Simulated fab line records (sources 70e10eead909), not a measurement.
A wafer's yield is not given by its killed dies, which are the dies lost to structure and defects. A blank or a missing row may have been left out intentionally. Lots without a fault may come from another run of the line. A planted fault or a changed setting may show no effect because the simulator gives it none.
Matching of chambers || flow nand_harc || NHARC_A_CHANNEL_HOLE_D1_DEP_01 on pecvd-01: 3 sister chambers
The step deposits SiON, target thk 140 nm. 14 wafers are shown with their chamber, then 7 later ones without.

## WAFERS WITH THEIR CHAMBER
{"wafer": "L598.1", "chamber": 2, "heater_power_w (W)": 728}
{"wafer": "L598.2", "chamber": 1, "heater_power_w (W)": 908}
{"wafer": "L598.5", "chamber": 0, "heater_power_w (W)": 676}
{"wafer": "L599.2", "chamber": 1, "heater_power_w (W)": 906}
{"wafer": "L599.3", "chamber": 2, "heater_power_w (W)": 851}
{"wafer": "L599.5", "chamber": 2, "heater_power_w (W)": 854}
{"wafer": "L608.4", "chamber": 0, "heater_power_w (W)": 694}
{"wafer": "L608.5", "chamber": 2, "heater_power_w (W)": 894}
{"wafer": "L609.4", "chamber": 1, "heater_power_w (W)": 965}
{"wafer": "L610.2", "chamber": 0, "heater_power_w (W)": 612}
{"wafer": "L610.4", "chamber": 0, "heater_power_w (W)": 629}
{"wafer": "L610.6", "chamber": 2, "heater_power_w (W)": 804}
{"wafer": "L611.1", "chamber": 1, "heater_power_w (W)": 857}
{"wafer": "L611.3", "chamber": 2, "heater_power_w (W)": 787}

SIGNATURES (averages over the wafers above)
{"reading": "heater_power_w", "chamber 0": 652.75, "chamber 1": 909.00, "chamber 2": 819.67, "scatter within a chamber": 50.2}
Rule: a wafer's distance from a chamber is the root of the sum, over the readings, of the square of ((its reading less the chamber's mean) divided by the reading's scatter). The wafer belongs to the nearest chamber; if the next one is less than 2 further off, it can't be placed. The scatter: take each reading less its chamber's mean, square it, sum over the shown wafers, divide by the number of wafers less the number of chambers, and take the root.

## WAFERS MISSING THEIR CHAMBER
{"wafer": "L611.6", "heater_power_w (W)": 850}
{"wafer": "L612.1", "heater_power_w (W)": 989}
{"wafer": "L612.2", "heater_power_w (W)": 870}
{"wafer": "L612.4", "heater_power_w (W)": 614}
{"wafer": "L615.3", "heater_power_w (W)": 706}
{"wafer": "L615.4", "heater_power_w (W)": 858}
{"wafer": "L615.5", "heater_power_w (W)": 743}

## THE CHAMBER EACH PASSED THROUGH
{"wafer": "L611.6", "from the rows above": "can't be placed: 2 or 1", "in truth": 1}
{"wafer": "L612.1", "from the rows above": "can't be placed: 1 or 2", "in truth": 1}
{"wafer": "L612.2", "from the rows above": "can't be placed: 1 or 2", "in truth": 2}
{"wafer": "L612.4", "from the rows above": 0, "in truth": 0}
{"wafer": "L615.3", "from the rows above": "can't be placed: 0 or 2", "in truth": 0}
{"wafer": "L615.4", "from the rows above": "can't be placed: 2 or 1", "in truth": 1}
{"wafer": "L615.5", "from the rows above": "can't be placed: 2 or 0 or 1", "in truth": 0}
Correct placement for 1 of the 7. These rows do not allow placing 6 (true chamber among the candidates in 6). 0 placed wrongly.
